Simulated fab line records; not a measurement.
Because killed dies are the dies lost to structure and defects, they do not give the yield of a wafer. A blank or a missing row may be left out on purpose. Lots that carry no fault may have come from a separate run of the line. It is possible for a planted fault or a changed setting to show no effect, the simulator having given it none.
Split-lot trial + flow n5_finfet + on a route of 1938 steps: 7 lots, 39 wafers read

== THE SPLIT ITSELF ==
At N5_PASSIVATION_PECVD_53 (deposits SiO2 from TEOS/O2, target thk 800 nm, time 169.4 s), the setting time_s was moved away from the recipe's 169.4 s on 15 of the 39 wafers read, by -39.0% to +58.2%. This setting was run at the recipe's value on the other wafers.

The split's own step is where the reading is taken.

== THE READING ==
SiO2_of_PASSIVATION_PECVD_53.thk_nm (the simulator's own value, which no gauge read), in nm, at N5_PASSIVATION_PECVD_53 (deposits SiO2 from TEOS/O2, target thk 800 nm, time 169.4 s). The file gives no usual value for it. Across the 24 wafers here that went through the recipe, the average is 794.7 nm and the standard deviation 12 nm.

| wafer  | tool, chamber at the split | time_s as run, s | against the recipe | SiO2_of_PASSIVATION_PECVD_53.thk_nm, nm | against lot-mates on the recipe |
|--------|----------------------------|------------------|--------------------|-----------------------------------------|---------------------------------|
| L084.1 | pecvd-04, 0                | 209.2            | +23.5%             | 977.4                                   | +188.9                          |
| L084.2 | pecvd-04, 2                | 169.4            | recipe             | 792                                     | -                               |
| L084.3 | pecvd-04, 1                | 169.4            | recipe             | 778.4                                   | -                               |
| L084.4 | pecvd-04, 1                | 169.4            | recipe             | 795.2                                   | -                               |
| L084.5 | pecvd-04, 0                | 209.2            | +23.5%             | 993                                     | +204.5                          |
| L084.6 | pecvd-04, 2                | 209.2            | +23.5%             | 980.4                                   | +191.9                          |
| L082.1 | pecvd-02, 2                | 103.4            | -39.0%             | 491.8                                   | -307.1                          |
| L082.2 | pecvd-02, 0                | 169.4            | recipe             | 789.6                                   | -                               |
| L082.3 | pecvd-02, 1                | 169.4            | recipe             | 798                                     | -                               |
| L082.4 | pecvd-02, 1                | 169.4            | recipe             | 809                                     | -                               |
| L082.5 | pecvd-02, 0                | 103.4            | -39.0%             | 499.4                                   | -299.5                          |
| L082.6 | pecvd-02, 2                | 103.4            | -39.0%             | 500.8                                   | -298.1                          |
| L085.1 | pecvd-04, 2                | 268              | +58.2%             | 1240                                    | +457.7                          |
| L085.2 | pecvd-04, 0                | 169.4            | recipe             | 774.8                                   | -                               |
| L085.3 | pecvd-04, 1                | 169.4            | recipe             | 781.8                                   | -                               |
| L085.4 | pecvd-04, 2                | 268              | +58.2%             | 1270                                    | +487.7                          |
| L085.5 | pecvd-04, 0                | 268              | +58.2%             | 1272                                    | +489.7                          |
| L085.6 | pecvd-04, 1                | 169.4            | recipe             | 790.2                                   | -                               |
| L089.2 | pecvd-04, 1                | 169.4            | recipe             | 772.4                                   | -                               |
| L089.3 | pecvd-04, 2                | 169.4            | recipe             | 781.6                                   | -                               |
| L089.6 | pecvd-04, 0                | 169.4            | recipe             | 787.4                                   | -                               |
| L092.1 | pecvd-01, 1                | 169.4            | recipe             | 801                                     | -                               |
| L092.2 | pecvd-01, 0                | 169.4            | recipe             | 786.2                                   | -                               |
| L092.3 | pecvd-01, 1                | 169.4            | recipe             | 812.2                                   | -                               |
| L092.4 | pecvd-01, 0                | 169.4            | recipe             | 794                                     | -                               |
| L092.5 | pecvd-01, 1                | 169.4            | recipe             | 815.8                                   | -                               |
| L092.6 | pecvd-01, 0                | 169.4            | recipe             | 807.8                                   | -                               |
| L094.1 | pecvd-04, 2                | 265.8            | +56.9%             | 1247                                    | +444.1                          |
| L094.2 | pecvd-04, 0                | 169.4            | recipe             | 790.8                                   | -                               |
| L094.3 | pecvd-04, 1                | 265.8            | +56.9%             | 1243                                    | +440.1                          |
| L094.4 | pecvd-04, 2                | 169.4            | recipe             | 812.6                                   | -                               |
| L094.5 | pecvd-04, 1                | 265.8            | +56.9%             | 1258                                    | +455.1                          |
| L094.6 | pecvd-04, 0                | 169.4            | recipe             | 805.4                                   | -                               |
| L096.1 | pecvd-04, 1                | 244.2            | +44.2%             | 1143                                    | +344.4                          |
| L096.2 | pecvd-04, 0                | 169.4            | recipe             | 787.8                                   | -                               |
| L096.3 | pecvd-04, 2                | 244.2            | +44.2%             | 1150                                    | +351.4                          |
| L096.4 | pecvd-04, 1                | 169.4            | recipe             | 804.6                                   | -                               |
| L096.5 | pecvd-04, 2                | 169.4            | recipe             | 803.4                                   | -                               |
| L096.6 | pecvd-04, 0                | 244.2            | +44.2%             | 1161                                    | +362.4                          |

THE FIT
A straight line over all 39 wafers: SiO2_of_PASSIVATION_PECVD_53.thk_nm changes by +7.93 nm for each +1% of time_s; r = +1.00; the points scatter about the line by 12 nm.
The same after taking each lot's own level away (the mean of its wafers on the recipe; 39 wafers): +7.97 nm for each +1%; r = +1.00; scatter 10 nm.
The reading moves by 4.6e+02 nm for the largest change in time_s, on that fit.
From 780.47 to 802.93 nm: that is the span of the lots' own levels, equal to 1.9 times the standard deviation above.
Hence the lot-to-lot level has little effect on the slope; both slopes agree.
Check: +467 nm against its lot-mates is what the line predicts for one of the wafers moved furthest among these (+58.2%) when that wafer is left out of the fit. Against them it came out at +458 nm.

== ADDITIONAL SPLITS CARRIED BY THESE WAFERS ==
Note: prior to the reading, these wafers also went through further splits. Each is held against what the fit with the lots' levels taken away leaves over:
| other split on the same wafers           | wafers away from the commonest value | r with SiO2_of_PASSIVATION_PECVD_53.thk_nm (lot level and that fit taken away) |
|------------------------------------------|--------------------------------------|--------------------------------------------------------------------------------|
| N5_ZERO_LAYER_ETCH_18 target_depth_a     | 12                                   | +0.17                                                                          |
| N5_FIN_CUT_CUT_ETCH_15 target_depth_a    | 15                                   | +0.06                                                                          |
| N5_ILD0_PRECLEAN_10 time_s               | 12                                   | +0.22                                                                          |
| N5_MOL_CONTACT_COAG_CVD_140 target_thk_a | 15                                   | +0.08                                                                          |
| N5_BEOL_M7_PECVD_70 time_s               | 15                                   | -0.06                                                                          |
| N5_BEOL_M10_VIA_ETCH_34 time_s           | 15                                   | -0.22                                                                          |
| N5_BEOL_M12_DEP_53 target_thk_a          | 18                                   | -0.21                                                                          |
| N5_PASSIVATION_ETCH_15 target_depth_a    | 9                                    | -0.26                                                                          |

== THE FILE'S OWN FIT ==
SiO2_of_PASSIVATION_PECVD_53.thk_nm changes by +8 nm for each +1% of time_s, r = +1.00.
